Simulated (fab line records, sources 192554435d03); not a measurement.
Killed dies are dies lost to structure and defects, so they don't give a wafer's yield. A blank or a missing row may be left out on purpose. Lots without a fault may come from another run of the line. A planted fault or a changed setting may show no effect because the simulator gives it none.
Chamber matching | flow n5_finfet | N5_BEOL_M6_STRIP_67 on rie_diel-01: 3 sister chambers
The step strips in CF4. 18 wafers are shown with their chamber, then 7 later ones without.

WAFERS WITH THEIR CHAMBER
wafer  | chamber | showerhead_plenum_p_Torr (Torr) | drypump_motor_current_A (A) | oes_product_au (a.u.)
L075.2 | 3       | 1.75                            | 5.24                        | 0.87
L075.3 | 1       | 1.70                            | 5.60                        | 0.69
L075.5 | 0       | 1.84                            | 5.35                        | 0.71
L079.1 | 3       | 1.75                            | 5.21                        | 0.85
L079.3 | 0       | 1.84                            | 5.31                        | 0.71
L079.4 | 3       | 1.74                            | 5.25                        | 0.86
L081.4 | 3       | 1.74                            | 5.23                        | 0.84
L081.5 | 1       | 1.69                            | 5.64                        | 0.67
L081.6 | 0       | 1.83                            | 5.34                        | 0.70
L083.1 | 0       | 1.83                            | 5.33                        | 0.69
L083.4 | 0       | 1.83                            | 5.33                        | 0.70
L083.5 | 1       | 1.69                            | 5.63                        | 0.68
L084.4 | 3       | 1.74                            | 5.25                        | 0.84
L084.5 | 0       | 1.83                            | 5.32                        | 0.70
L084.6 | 1       | 1.69                            | 5.64                        | 0.68
L086.2 | 3       | 1.74                            | 5.25                        | 0.83
L086.3 | 0       | 1.83                            | 5.34                        | 0.69
L086.4 | 0       | 1.83                            | 5.33                        | 0.69

SIGNATURES (means of the wafers above)
reading                  | chamber 0 | chamber 1 | chamber 3 | scatter within a chamber
showerhead_plenum_p_Torr | 1.8325    | 1.6925    | 1.7433    | 0.00489
drypump_motor_current_A  | 5.3312    | 5.6275    | 5.2383    | 0.0152
oes_product_au           | 0.6987    | 0.6800    | 0.8483    | 0.0109
Rule: a wafer's distance from a chamber is the root of the sum, over the readings, of the square of ((its reading less the chamber's mean) divided by the reading's scatter). The wafer belongs to the nearest chamber; if the next one is less than 2 further off, it can't be placed. The scatter: the root of (the sum of the squares of (reading less its chamber's mean) over the shown wafers, divided by (wafers less chambers)).

WAFERS WITHOUT THEIR CHAMBER
wafer  | showerhead_plenum_p_Torr (Torr) | drypump_motor_current_A (A) | oes_product_au (a.u.)
L088.1 | 1.74                            | 5.25                        | 0.81
L088.3 | 1.90                            | 5.64                        | 0.96
L092.1 | 1.73                            | 5.27                        | 0.81
L092.2 | 1.83                            | 5.31                        | 0.95
L092.3 | 1.90                            | 5.63                        | 0.93
L094.2 | 1.73                            | 5.23                        | 0.80
L094.3 | 1.90                            | 5.64                        | 0.91

WHICH CHAMBER EACH WENT THROUGH
wafer  | from the rows above | in truth
L088.1 | 3                   | 3
L088.3 | 0                   | 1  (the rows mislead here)
L092.1 | 3                   | 3
L092.2 | 3                   | 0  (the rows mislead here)
L092.3 | 0                   | 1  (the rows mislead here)
L094.2 | 3                   | 3
L094.3 | 0                   | 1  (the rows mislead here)
Placed correctly: 3 of 7. Can't be placed from these rows: 0. Placed wrongly: 4.
